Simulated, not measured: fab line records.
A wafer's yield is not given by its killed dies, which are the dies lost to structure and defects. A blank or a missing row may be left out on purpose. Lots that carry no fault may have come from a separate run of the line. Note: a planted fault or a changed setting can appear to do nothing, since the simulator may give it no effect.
Which tool was responsible? | flow nand-harc | 6 lots with 18 wafers sampled at 2 steps, on a route of 1302 steps

WHAT THE GAUGES READ, wafer by wafer
NHARC_THIN_TSV_CD_MEAS_16.
lot  | measured     | on        | cd-nm (nm)
L369 | day 24 07:47 | cd-sem-03 | 996.4 997.3 997.1
L372 | day 25 00:59 | cd-sem-01 | 998.3 999.2 998.7
L373 | day 25 10:24 | cd-sem-03 | 1001.7 999.6 1002.6
L375 | day 26 18:46 | cd-sem-01 | 999.8 999.1 1000.8
L377 | day 27 10:28 | cd-sem-01 | 1000.0 1000.1 1001.2
L387 | day 31 07:32 | cd-sem-03 | 999.9 996.3 998.4

WHAT TOOL EACH LOT RAN ON (gives the tool, then ch and the chambers of the sampled wafers, and finally the start)
lot  | NHARC_A_CONTACT_STRIP_83
L369 | wet-bench-04 ch 3,4,5, day 22 14:57
L372 | wet-bench-04 ch 0,3,7, day 23 09:17
L373 | wet-bench-05 ch 1,2,6, day 23 18:06
L375 | wet-bench-04 ch 0,4,7, day 25 01:50
L377 | wet-bench-04 ch 2,5,6, day 25 15:08
L387 | wet-bench-04 ch 4,5,6, day 29 15:52
- NHARC_A_CONTACT_STRIP_83: strips in post etch residue remover, time 600 s.

THE ANSWER, worked out from the rows above alone
Rule: the lots themselves supply what counts as usual. The widest of any qualifying gaps counts: lots, ordered by their means at a reading, are off when they make up no more than a third of the lots, leave a main group of 4 or more, and stand apart from it by 3 or more times the standard deviation of that group's means. If all means in a main group match to the digits the tables above print for the reading, that group is not used. A lot without any number at a reading at which 4 lots or more have one is off too. The other lots that the step has rows for count as sound.
No lot is off at any reading shown: from this, nothing can be told.

WHAT HAD BEEN PUT IN BY THE SIMULATOR
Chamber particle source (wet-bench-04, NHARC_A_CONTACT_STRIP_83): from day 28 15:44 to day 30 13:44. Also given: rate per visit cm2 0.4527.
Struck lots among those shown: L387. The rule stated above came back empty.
